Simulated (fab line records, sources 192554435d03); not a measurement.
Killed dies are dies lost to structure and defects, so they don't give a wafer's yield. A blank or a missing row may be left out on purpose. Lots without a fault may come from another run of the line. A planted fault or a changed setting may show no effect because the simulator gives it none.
A struck lot beside a sound one | flow n5_finfet | 15 steps out of a route of 1938
Sound: wafers L596.1, L596.5, L596.6. Struck: wafer L608.5. (L608.4 of the same lot was not struck and is left out.) The cause comes at the end.
At each step with rows: each side's tool, then ch and its chambers, then its first start. Under that, the readings that differ: sound wafers | struck wafers | difference of the means | sigmas: that difference in standard deviations of wafers without a fault.
alike: readings whose means differ by less than 2 such deviations, and words and numbers that are the same on both sides. not compared: withheld readings, readings that some wafer has no value for, bounds like >300 that may hide the same value, and numbers for which the record gives no deviation and whose values overlap.
The two part at a step that has a row with sigmas, a row that says differs or no value, or rows on one side only. Numbers that don't overlap but have no deviation are shown without sigmas and don't part them. A reading that every wafer of one side lacks parts them only if that side has two wafers or more.

first, 4 steps without rows for these wafers: N5_BEOL_M10_SOFTBAKE_06 (time 60 s); N5_BEOL_M10_EXPOSE_08 (exposes mask M10); N5_BEOL_M10_PEB_09 (peb time 60 s); N5_BEOL_M10_DEVELOP_10 (develop time 30 s).
N5_BEOL_M10_CD_MEAS_11: target cd 64.1 nm.
  sound on cd_sem-02 ch 0, day 11 14:28; struck on cd_sem-03 ch 0, day 14 01:26
  reading    | sound          | struck | difference | sigmas
  cd_nm (nm) | 64.8 65.0 63.9 | 63.4   | -1.2       | -2
N5_BEOL_M10_OVL_MEAS_12:
  sound on overlay-02 ch 0, day 11 14:29; struck on overlay-02 ch 0, day 14 01:28
  alike: M10_OVL
N5_BEOL_M10_INSPECT_13: inspects for defects (brightfield).
  sound on defect_inspect-02, day 11 14:31; struck on defect_inspect-02, day 14 01:29
  alike: raw_defect_count
N5_BEOL_M10_DESCUM_16: chemistry O2, time 7.9 s.
  sound on rie_diel-02 ch 0,3, day 11 14:39; struck on rie_diel-04 ch 1, day 14 01:41
  alike: chamber_pressure_mTorr, drypump_motor_current_A, oes_product_au, rf_vpp_V, showerhead_plenum_p_Torr, throttle_valve_pct
  not compared: rf_hours_counter_h
N5_BEOL_M10_ETCH_61: etches SiARC in CF4, target depth 39 nm, time 65 s.
  sound on rie_diel-02 ch 0,3, day 11 14:41; struck on rie_diel-04 ch 1, day 14 01:43
  alike: chamber_pressure_mTorr, drypump_motor_current_A, etch_rf_on_time_s, oes_product_au, rf_vpp_V, showerhead_plenum_p_Torr, throttle_valve_pct
  not compared: rf_hours_counter_h
N5_BEOL_M10_ETCH_62: etches SOC in N2/H2, target depth 110 nm, overetch 22 nm, time 165 s.
  sound on rie_diel-02 ch 0,3, day 11 14:44; struck on rie_diel-04 ch 1, day 14 01:46
  alike: chamber_pressure_mTorr, drypump_motor_current_A, oes_product_au, rf_vpp_V, showerhead_plenum_p_Torr, throttle_valve_pct
  not compared: rf_hours_counter_h
then, 1 step without rows for these wafers: N5_BEOL_M10_STRIP_68 (strips in N2/H2).
N5_BEOL_M10_STRIP_67: strips in CF4.
  sound on rie_diel-02 ch 0,3, day 11 14:53; struck on rie_diel-04 ch 1, day 14 01:55
  alike: chamber_pressure_mTorr, drypump_motor_current_A, oes_product_au, rf_vpp_V, showerhead_plenum_p_Torr, throttle_valve_pct
  not compared: rf_hours_counter_h
N5_BEOL_M10_HM_OPEN_17: chemistry Cl2/BCl3, target TiN, target depth 20 nm, overetch 6 nm.
  sound on rie_metal-01 ch 0,1, day 11 14:55; struck on rie_metal-03 ch 1, day 14 02:02
  reading                                   | sound          | struck | difference | sigmas
  model.SOC_of_BEOL_M10_COAT_59.thk_nm (nm) | 92.4 92.6 92.2 | 86.8   | -5.6       |
  alike: chamber_pressure_mTorr, drypump_motor_current_A, mfc_cl2_sccm, oes_ar_750_au, oes_product_au, throttle_valve_pct
  not compared: rf_hours_counter_h
N5_BEOL_M10_STRIP_19: strips in O2.
  sound on rie_diel-04 ch 0,3, day 11 15:05; struck on rie_diel-04 ch 2, day 14 02:09
  reading                     | sound       | struck | difference | sigmas
  drypump_motor_current_A (A) | 5.5 5.5 5.5 | 6.3    | +0.8       | +2
  alike: chamber_pressure_mTorr, oes_product_au, rf_vpp_V, showerhead_plenum_p_Torr, throttle_valve_pct
  not compared: rf_hours_counter_h
then, 1 step without rows for these wafers: N5_PASSIVATION_PROBE_49.

WHERE THEY PART
First at N5_BEOL_M10_CD_MEAS_11; last, within this record, at N5_BEOL_M10_STRIP_19.

WHY: what the simulator had put in
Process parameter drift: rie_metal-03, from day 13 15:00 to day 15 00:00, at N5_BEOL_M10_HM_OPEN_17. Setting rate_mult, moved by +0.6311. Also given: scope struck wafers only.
